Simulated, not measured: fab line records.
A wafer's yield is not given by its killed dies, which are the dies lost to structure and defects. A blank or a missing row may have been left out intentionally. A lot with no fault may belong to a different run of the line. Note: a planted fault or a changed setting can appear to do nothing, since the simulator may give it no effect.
fab line records | flow nand_harc
record: lots: 11 wafers: 33 last_day: 32
route steps=1302 shown P_ZERO_WELL@18 P_GATE@156
lots untouched by any fault: they come from a run of this same line in which no faults occurred
start_h: hours from the record's opening day to when the first of the lot's shown wafers began | wait_h: hours from the lot's prior step to this one | " as in the row above | L1.1+2: a row that stands for several wafers | - no value present, or no start provided | * or withheld: withheld | < > ~ a bound
route shown NAME@n: names a module that has steps shown in the file, with the first one's number in the route | usual: mean and standard deviation over wafers with no fault | same: alike in all rows | chamber/n: place in a boat | sites: each site's reading | _std_site: standard deviation of those values | _edge_site: mean of outer sites minus mean of inner sites | radius_mm: how far each site lies from the wafer's centre | mask NAME#n: copy n | behind: the last tool/chamber to shape the wafer | hold: the reason the lot was held/the length of the hold in hours/how it ended | device: which transistor (n, p or np) failed to switch | end of line: the tests these same wafers got at the end of their route | a step with no rows: only its recipe | killed: not the wafer's yield, but the dies lost to structure and defects at the first sort | map: per-die view of a wafer (x killed, . not killed, _ where there is no die)
set.NAME: the setting as run; set.NAME@STEP: as run at that earlier step | model.NAME: the simulator's own value behind a step, which no gauge read
the route's steps for a sample of lots (tables are steps, rows are wafers)
services: when a tool's chamber went out of use (start_h, in hours from the record's first day, below 0 if earlier), for how many hours, and the reason
== steps ==
step: NHARC_P_ZERO_WELL_ETCH_62
recipe: target_depth_a: 130 time_s: 6.5 chf3_flow_sccm: 50 ar_flow_sccm: 200 rf_w: 500 bias_w: 200 chemistry: CHF3/Ar
usual: drypump_motor_current_A: 5.70/0.27 oes_product_au: 0.959/0.018 rf_vpp_V: 369.6/1.9 showerhead_plenum_p_Torr: 2.30/0.079 throttle_valve_pct: 20.218/0.0087
columns lot.wafer tool chamber start_h wait_h drypump_motor_current_A oes_product_au rf_hours_counter_h rf_vpp_V showerhead_plenum_p_Torr throttle_valve_pct
L353.4 rie_diel-10 0 - - 5.84 0.972 26 370.5 2.36 20.223
L353.6 " 0 " " 5.81 0.971 - 372.2 2.36 20.220
L353.5 " 1 " " 5.59 0.932 - 369.0 2.21 20.214
L354.1 rie_diel-10 0 - - 5.83 0.957 30 371.5 2.36 20.229
L354.6 " 0 " " 5.81 0.963 - 369.2 2.36 20.224
L354.5 " 1 " " 5.60 0.938 - 369.0 2.21 20.217
L355.1 rie_diel-10 0 - - 5.84 0.960 36 371.6 2.35 20.225
L355.2 " 3 " " 6.01 0.989 39 372.5 2.39 20.222
L355.5 " 1 " " 5.59 0.954 - 368.1 2.21 20.213
L357.1 rie_diel-10 2 - - 5.17 0.974 52 371.9 2.39 20.240
L357.3 " 3 " " 6.00 0.999 47 372.7 2.39 20.219
L357.6 " 0 " " 5.85 0.980 - 372.4 2.35 20.222
L359.2 rie_diel-10 1 - - 5.62 0.937 1 366.8 2.21 20.203
L359.3 " 3 " " 5.99 0.962 1 371.6 2.39 20.217
L359.6 " 3 " " 5.98 0.944 - 371.1 2.39 20.225
L360.1 rie_diel-01 1 - - 6.08 0.932 18 369.2 2.34 20.216
L360.3 " 2 " " 6.09 0.932 18 367.8 2.28 20.209
L360.5 " 2 " " 6.11 0.934 - 369.1 2.28 20.222
L361.4 rie_diel-10 2 - - 5.20 0.954 4 370.6 2.39 20.218
L361.2 " 3 " " 6.01 0.970 3 371.9 2.39 20.222
L361.5 " 1 " " 5.61 0.965 - 367.7 2.21 20.211
L362.1 rie_diel-10 1 - - 5.63 0.939 9 366.6 2.20 20.239
L362.4 " 3 " " 6.01 0.985 6 371.4 2.38 20.227
L362.2 " 0 " " 5.85 0.972 5 370.4 2.35 20.206
L370.1 rie_diel-10 2 - - 5.20 0.977 32 372.2 2.38 20.213
L370.3 " 3 " " 6.00 0.988 29 369.5 2.38 20.223
L370.5 " 1 " " 5.59 0.954 - 366.6 2.19 20.211
L373.2 rie_diel-01 1 - - 6.09 0.979 2 369.9 2.33 20.220
L373.4 " 2 " " 6.13 0.971 1 369.5 2.26 20.219
L373.5 " 0 " " 5.43 0.969 - 368.4 2.32 20.218
L374.1 rie_diel-08 3 - - 5.97 0.981 12 370.4 2.31 20.221
L374.3 " 0 " " 5.71 0.961 13 367.7 2.20 20.220
L374.6 " 3 " " 5.98 0.987 - 370.3 2.31 20.218
step: NHARC_P_ZERO_WELL_EXPOSE_21
recipe: na: 0.6 target_cd_nm: 720 dose_mj: 22.31 mask_id: P_NWELL
usual: exposure_dose_mJ_cm2: 22.310/0.021 focus_offset_nm: 0.0/0.51
columns lot.wafer tool chamber start_h wait_h mask exposure_dose_mJ_cm2 focus_offset_nm
L353.4 krf_scanner-04 0 22.51 - P_NWELL#0 22.332 1.3
L353.5 " 0 " " P_NWELL#0 22.314 -0.1
L353.6 " 0 " " P_NWELL#0 22.282 1.0
L354.1 krf_scanner-04 0 32.32 - P_NWELL#0 22.284 -0.9
L354.5 " 0 " " P_NWELL#0 22.308 0.0
L354.6 " 0 " " P_NWELL#0 22.287 -0.7
L355.1 krf_scanner-01 0 42.30 - P_NWELL#0 22.288 -0.5
L355.2 " 0 " " P_NWELL#0 22.271 0.2
L355.5 " 0 " " P_NWELL#0 22.281 0.2
L357.1 krf_scanner-04 0 62.29 - P_NWELL#0 22.317 0.0
L357.3 " 0 " " P_NWELL#0 22.324 0.1
L357.6 " 0 " " P_NWELL#0 22.319 -0.1
L359.2 krf_scanner-02 - 82.44 - P_NWELL#0 - -
L359.3 " - " " P_NWELL#0 - -
L359.6 " - " " P_NWELL#0 - -
L360.1 krf_scanner-02 - 92.27 - P_NWELL#0 - -
L360.3 " - " " P_NWELL#0 - -
L360.5 " - " " P_NWELL#0 - -
L361.2 krf_scanner-04 - 102.43 - P_NWELL#0 - -
L361.4 " - " " P_NWELL#0 - -
L361.5 " - " " P_NWELL#0 - -
L362.1 krf_scanner-04 0 112.30 - P_NWELL#0 22.283 0.1
L362.2 " 0 " " P_NWELL#0 22.307 1.1
L362.4 " 0 " " P_NWELL#0 22.284 -0.1
L370.1 krf_scanner-04 0 192.39 - P_NWELL#0 22.276 0.7
L370.3 " 0 " " P_NWELL#0 22.278 0.1
L370.5 " 0 " " P_NWELL#0 22.304 0.3
L373.2 krf_scanner-04 0 222.32 - P_NWELL#0 22.334 0.2
L373.4 " 0 " " P_NWELL#0 22.343 -0.1
L373.5 " 0 " " P_NWELL#0 22.326 0.0
L374.1 krf_scanner-04 0 232.19 - P_NWELL#0 22.365 0.0
L374.3 " 0 " " P_NWELL#0 22.342 0.0
L374.6 " 0 " " P_NWELL#0 22.331 -0.1
step: NHARC_P_ZERO_WELL_CD_MEAS_24
recipe: target_cd_nm: 720 landing_energy_ev: 500
usual: cd_nm: 719.9/1.9
columns lot.wafer tool chamber start_h wait_h cd_nm
L353.4 cd_sem-01 0 22.66 - 718.0
L353.5 " 0 " " 722.9
L353.6 " 0 " " 723.5
L354.1 cd_sem-03 0 32.48 - 720.7
L354.5 " 0 " " 720.8
L354.6 " 0 " " 723.1
L355.1 cd_sem-01 0 42.46 - 718.6
L355.2 " 0 " " 716.3
L355.5 " 0 " " 719.1
L357.1 cd_sem-03 0 62.45 - 717.9
L357.3 " 0 " " 718.9
L357.6 " 0 " " 718.9
L359.2 cd_sem-02 0 82.59 - -
L359.3 " 0 " " -
L359.6 " 0 " " -
L360.1 cd_sem-01 0 92.43 - -
L360.3 " 0 " " -
L360.5 " 0 " " -
L361.2 cd_sem-01 0 102.58 - -
L361.4 " 0 " " -
L361.5 " 0 " " -
L362.1 cd_sem-02 0 112.46 - 719.4
L362.2 " 0 " " 714.1
L362.4 " 0 " " 715.2
L370.1 cd_sem-02 0 192.54 - 720.6
L370.3 " 0 " " 720.5
L370.5 " 0 " " 719.9
L373.2 cd_sem-02 0 222.48 - 719.9
L373.4 " 0 " " 719.3
L373.5 " 0 " " 718.1
L374.1 cd_sem-01 0 232.35 - 720.8
L374.3 " 0 " " 719.6
L374.6 " 0 " " 718.2
step: NHARC_P_ZERO_WELL_INSPECT_43
usual: raw_defect_count: 13/5.8
columns lot.wafer tool chamber start_h wait_h hold raw_defect_count
L353.4 defect_inspect-01 - 27.50 0.3 - 19
L353.5 " - " " - 18
L353.6 " - " " - 18
L354.1 defect_inspect-02 - 37.62 0.6 - 7
L354.5 " - " " - 11
L354.6 " - " " - 9
L355.1 defect_inspect-02 - 47.53 0.6 - 19
L355.2 " - " " - 7
L355.5 " - " " - 6
L357.1 defect_inspect-02 - 67.55 0.6 - 7
L357.3 " - " " - 7
L357.6 " - " " - 14
L359.2 defect_inspect-02 - 87.57 0.5 await_dispo/0.2h/release 1031
L359.3 " - " " await_dispo/0.2h/release 1081
L359.6 " - " " await_dispo/0.2h/release 1082
L359.2 defect_inspect-02 - 87.74 0.2 - 1033
L359.3 " - " " - 1080
L359.6 " - " " - 1092
L360.1 defect_inspect-01 - 97.39 0.6 await_dispo/0.2h/release 1077
L360.3 " - " " await_dispo/0.2h/release 1100
L360.5 " - " " await_dispo/0.2h/release 1113
L360.1 defect_inspect-01 - 97.56 0.2 - 1093
L360.3 " - " " - 1091
L360.5 " - " " - 1103
L361.2 defect_inspect-02 - 107.70 0.5 await_dispo/0.2h/release 1035
L361.4 " - " " await_dispo/0.2h/release 1073
L361.5 " - " " await_dispo/0.2h/release 1071
L361.2 defect_inspect-02 - 107.87 0.2 - 1050
L361.4 " - " " - 1071
L361.5 " - " " - 1083
L362.1 defect_inspect-02 - 117.31 0.6 - 4
L362.2 " - " " - 6
L362.4 " - " " - 5
L370.1 defect_inspect-02 - 197.63 0.6 - 14
L370.3 " - " " - 11
L370.5 " - " " - 24
L373.2 defect_inspect-02 - 227.38 0.5 - 12
L373.4 " - " " - 11
L373.5 " - " " - 17
L374.1 defect_inspect-02 - 237.33 0.6 - 7
L374.3 " - " " - 8
L374.6 " - " " - 8
step: NHARC_P_GATE_ETCHBACK_37
recipe: target_depth_a: 345 time_s: 17.2 chf3_flow_sccm: 50 o2_flow_sccm: 10 ar_flow_sccm: 200 rf_w: 500 bias_w: 200 chemistry: CHF3/O2
usual: drypump_motor_current_A: 5.8/0.49 oes_product_au: 0.96/0.035 rf_vpp_V: 369.9/2.3 showerhead_plenum_p_Torr: 2.37/0.1 throttle_valve_pct: 20.573/0.0097
columns lot.wafer tool chamber start_h wait_h drypump_motor_current_A oes_product_au rf_hours_counter_h rf_vpp_V showerhead_plenum_p_Torr throttle_valve_pct
L353.4 rie_diel-11 0 - - 6.0 1.00 0 368.5 2.28 20.587
L353.5 " 2 " " 6.3 0.93 - 369.8 2.33 20.586
L353.6 " 3 " " 4.9 0.92 - 368.4 2.29 20.562
L354.1 rie_diel-06 1 - - 5.0 1.01 8 371.0 2.44 20.584
L354.6 " 0 " " 6.1 0.98 - 369.9 2.38 20.570
L354.5 " 1 " " 5.0 1.00 - 371.7 2.44 20.559
L355.1 rie_diel-11 1 - - 5.6 0.91 2 371.6 2.40 20.580
L355.2 " 0 " " 6.0 0.92 2 368.1 2.28 20.579
L355.5 " 1 " " 5.6 0.92 - 370.2 2.40 20.587
L357.1 rie_diel-11 1 - - 5.6 0.91 3 369.8 2.40 20.585
L357.3 " 2 " " 6.3 0.93 3 369.7 2.33 20.574
L357.6 " 1 " " 5.6 0.91 - 371.5 2.40 20.558
L362.2 rie_diel-07 1 - - 5.2 1.00 4 367.3 2.27 20.577
L362.1 " 2 " " 5.5 0.99 4 374.2 2.57 20.576
L362.4 " 3 " " 6.2 1.00 4 367.7 2.29 20.587
L370.1 rie_diel-11 0 - - 6.0 0.92 0 369.1 2.28 20.575
L370.3 " 2 " " 6.3 0.94 0 368.8 2.32 20.588
L370.5 " 2 " " 6.3 0.95 - 370.6 2.32 20.581
L373.4 rie_diel-07 2 - - 5.5 1.00 0 373.0 2.57 20.560
L373.2 " 1 " " 5.3 1.00 0 369.2 2.27 20.564
L373.5 " 3 " " 6.2 1.01 - 367.4 2.29 20.576
L374.1 rie_diel-07 3 - - 6.2 1.01 0 368.6 2.29 20.568
L374.3 " 0 " " 6.5 1.02 0 371.6 2.49 20.583
L374.6 " 3 " " 6.2 1.01 - 369.8 2.29 20.566
step: NHARC_P_GATE_STRIP_101
recipe: time_s: 20 o2_flow_sccm: 500 ar_flow_sccm: 0 bias_w: 0 chemistry: O2
usual: drypump_motor_current_A: 5.8/0.5 oes_product_au: 1.000/0.0087 rf_vpp_V: 57.7/0.84 showerhead_plenum_p_Torr: 3.48/0.15 throttle_valve_pct: 17.036/0.0097
columns lot.wafer tool chamber start_h wait_h drypump_motor_current_A oes_product_au rf_hours_counter_h rf_vpp_V showerhead_plenum_p_Torr throttle_valve_pct
L353.4 rie_diel-11 3 101.82 0.1 4.9 0.994 1 59.1 3.36 17.031
L353.5 " 0 " " 6.0 0.994 - 57.4 3.36 17.031
L353.6 " 1 " " 5.6 0.985 - 58.1 3.53 17.037
L354.1 rie_diel-06 0 119.54 0.1 6.1 0.992 9 57.9 3.49 17.023
L354.6 " 1 " " 5.0 1.012 - 56.6 3.58 17.038
L354.5 " 2 " " 5.8 1.021 - 56.8 3.33 17.053
L355.2 rie_diel-11 0 129.35 0.1 5.9 0.983 2 56.9 3.36 17.040
L355.1 " 3 " " 4.9 0.997 2 59.7 3.36 17.031
L355.5 " 0 " " 5.9 0.996 - 57.3 3.35 17.060
L357.1 rie_diel-11 2 150.91 0.1 6.3 1.006 3 57.6 3.42 17.043
L357.3 " 0 " " 5.9 0.993 4 57.7 3.35 17.012
L357.6 " 2 " " 6.3 0.999 - 57.0 3.42 17.041
L362.1 rie_diel-07 0 194.19 0.1 6.5 1.011 4 58.4 3.67 17.032
L362.2 " 2 " " 5.5 0.998 4 57.3 3.77 17.034
L362.4 " 3 " " 6.2 1.001 4 58.6 3.37 17.038
L370.1 rie_diel-11 3 276.42 0.1 4.9 1.005 0 58.5 3.36 17.035
L370.3 " 0 " " 5.9 0.994 0 59.0 3.35 17.034
L370.5 " 3 " " 4.9 0.995 - 56.5 3.36 17.042
L373.2 rie_diel-07 0 308.07 0.1 6.5 1.018 0 58.0 3.66 17.037
L373.4 " 3 " " 6.2 1.000 0 57.0 3.36 17.024
L373.5 " 0 " " 6.5 1.018 - 58.9 3.66 17.046
L374.3 rie_diel-07 0 312.93 0.1 6.5 1.000 0 58.7 3.66 17.043
L374.1 " 2 " " 5.5 0.977 0 58.3 3.77 17.034
L374.6 " 3 " " 6.2 1.001 - 57.0 3.36 17.047
== services ==
columns tool chamber start_h hours kind
krf_scanner-04 - 10.00 4.0 pm
rie_diel-10 0 12.44 4.0 repair
rie_diel-07 1 21.42 15.9 repair
rie_diel-07 2 30.37 18.3 repair
rie_diel-10 - 70.43 9.0 pm
krf_scanner-04 - 76.31 1.5 repair
rie_diel-11 - 78.50 9.0 pm
rie_diel-10 0 80.15 10.8 repair
rie_diel-10 3 87.92 6.3 repair
rie_diel-11 0 88.62 6.9 repair
rie_diel-07 - 117.20 9.0 pm
rie_diel-07 - 164.94 0.4 repair
krf_scanner-04 - 168.42 0.4 repair
krf_scanner-04 - 182.00 4.0 pm
krf_scanner-04 - 199.05 0.3 repair
rie_diel-07 2 204.64 4.7 repair
rie_diel-11 1 234.94 5.4 repair
krf_scanner-04 - 235.95 5.6 repair
rie_diel-10 - 247.43 9.0 pm
rie_diel-11 - 255.50 9.0 pm
rie_diel-11 1 275.85 8.7 repair
rie_diel-10 0 288.44 21.7 repair
rie_diel-07 - 294.20 9.0 pm
rie_diel-11 2 302.48 3.4 repair
== key ==
first_sign: step: NHARC_P_ZERO_WELL_EXPOSE_21 reading: tool_record direction: missing
effect: step: NHARC_P_ZERO_WELL_CD_MEAS_24 reading: cd_nm direction: missing
effect: step: NHARC_P_ZERO_WELL_INSPECT_43 reading: raw_defect_count direction: up sigmas: 99+ usual: 13 struck: 1074
met_at NHARC_P_ZERO_WELL_EXPOSE_21
struck_lots L359,L360,L361
scrapped_behind NHARC_P_ZERO_WELL_INSPECT_43 L359.2,L359.3,L359.6,L360.1,L360.3,L360.5,L361.2,L361.4,L361.5
not_acting_at NHARC_P_ZERO_WELL_ETCH_62,NHARC_P_GATE_ETCHBACK_37,NHARC_P_GATE_STRIP_101
onset_between 62.29 82.44
fault: kind: skipped_step_whole tool: krf_scanner-02,krf_scanner-04 chamber: - onset_h: 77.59 steps: NHARC_P_ZERO_WELL_EXPOSE_21 scope: struck_lots_only
